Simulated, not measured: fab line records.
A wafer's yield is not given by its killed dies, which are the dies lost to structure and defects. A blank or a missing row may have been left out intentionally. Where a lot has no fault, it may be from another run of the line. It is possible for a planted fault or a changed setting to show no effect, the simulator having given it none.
A lot that was struck, set against a sound lot	flow n5Finfet	17 steps out of a route of 1938
Sound: wafers L612.1, L612.2, L612.3. Struck: wafers L610.3, L610.5 (left out: L610.6, a lot-mate that was not struck); the cause follows at the end.
Per side, at each step with rows, come the tool, then ch with its chambers, and then its first start. Under that, the readings that differ: sound wafers	struck wafers	difference of the means	sigmas: that difference in standard deviations of wafers without a fault.
alike: words and numbers the same on both sides, and readings whose means are apart by under 2 such deviations; not compared: readings that were withheld, readings missing a value for some wafer, numbers with overlapping values and no deviation given by the record, and bounds like >300 which may hide the same value.
The two part at a step that has a row with sigmas, a row that says differs or no value, or rows on one side only. Numbers that have no deviation but don't overlap get no sigmas and don't part them. A reading that every wafer of one side lacks parts them only if that side has two wafers or more.

first, 4 steps without rows for these wafers: N5_BEOL_M11_HM_STRIP_39 (strips TiN in peroxide tin strip, target depth 25 nm, time 158 s); N5_BEOL_M11_SRD_40 (time 30 s); N5_BEOL_M11_PRECLEAN_42 (cleans in residue remover, time 60 s); N5_BEOL_M11_SRD_43 (time 30 s).
N5_BEOL_M11_CD_MEAS_35 targets a cd of 70 nm.
  sound on cdSem-03, day 12 07:35; struck on cdSem-02, day 12 20:28
  alike: cdNm
N5_BEOL_M11_CURE_72: cures SiCOH lowk, time 120 s.
  sound on uvCure-02 ch 2, day 12 07:44; struck on uvCure-01 ch 2, day 12 20:37
  alike: lampPowerPct, wafer_temp_C_max
N5_BEOL_M11_DEGAS_44: time 60 s.
  sound on pvdSputter-03, day 12 08:15; struck on pvdSputter-03, day 12 20:50
  alike: heaterPowerW
N5_BEOL_M11_PRE_CLEAN_45: time 30 s.
  sound on pvdSputter-03, day 12 08:17; struck on pvdSputter-03, day 12 20:52
  alike: heaterPowerW
N5_BEOL_M11_ALD_74: deposits TaN, target thk 2 nm, pulse time 2 s, purge time 3 s.
  sound on aldMetal-02 ch 1,2,3, day 12 08:21; struck on aldMetal-02 ch 1,3, day 12 20:56
  alike: heaterPowerW, mfcCarrierSccm
then, 2 steps without rows for these wafers: N5_BEOL_M11_SURFACE_TREAT_76; N5_BEOL_M11_CVD_75 (deposits Co from CCTBA/H2, target thk 2 nm, time 138.9 s).
N5_BEOL_M11_SPUTTER_48: material Cu, target thk 12 nm, time 2 s.
  sound on pvdSputter-01, day 12 10:45; struck on pvdSputter-02, day 12 21:28
  alike: throttleValvePct
N5_BEOL_M11_ECD_50: material Cu, target thk 318 nm.
  sound on ecdCu-01 ch 0,1, day 12 10:52; struck on ecdCu-02 ch 0, day 12 21:36
reading	sound	struck	difference	sigmas
model.Cu_of_BEOL_M11_ECD_50.thkNm (nm)	314.6 313.8 315	236.6 236.4	-78.0	
then, 1 step without rows for these wafers: N5_BEOL_M11_ANNEAL_51 (time 90 s).
N5_BEOL_M11_CMP_52: polishes, stops on SiCOH lowk, t overpolish 7 s, target thk 140 nm.
  sound on cmp-03 ch 0,2,3, day 12 11:17; struck on cmp-03 ch 1,2, day 12 22:01
reading	sound	struck	difference	sigmas
timeToEndpointS (s)	62 63 65	45 52	-15	-4
  alike: motorCurrentA, slurryFilterDpKPa
N5_BEOL_M11_THK_MEAS_53: measures by xrf.
  sound on filmMetro-01, day 12 11:35; struck on filmMetro-01, day 12 22:17
  alike: M11_THK
N5_PASSIVATION_PROBE_49:
  sound on prober-02, day 14 02:22; struck on prober-01, day 14 10:59
  alike: defectLimitedYield, killed_at_M0_to_M3, killed_at_M4_up, killedAtContacts, killedAtFrontEnd, killedAtOther, killedDies, killedOnRim, killedOpen, killedShort, sort_bin_5_function, sort_bin_6_memory, sort_bin_8_speed, sortNPass, sortYieldPct

WHERE THEY PART
Only at N5_BEOL_M11_CMP_52, as far as this record shows. Later steps at which nothing parts them and some readings are alike: N5_BEOL_M11_THK_MEAS_53, N5_PASSIVATION_PROBE_49.

WHY: what had been put in by the simulator
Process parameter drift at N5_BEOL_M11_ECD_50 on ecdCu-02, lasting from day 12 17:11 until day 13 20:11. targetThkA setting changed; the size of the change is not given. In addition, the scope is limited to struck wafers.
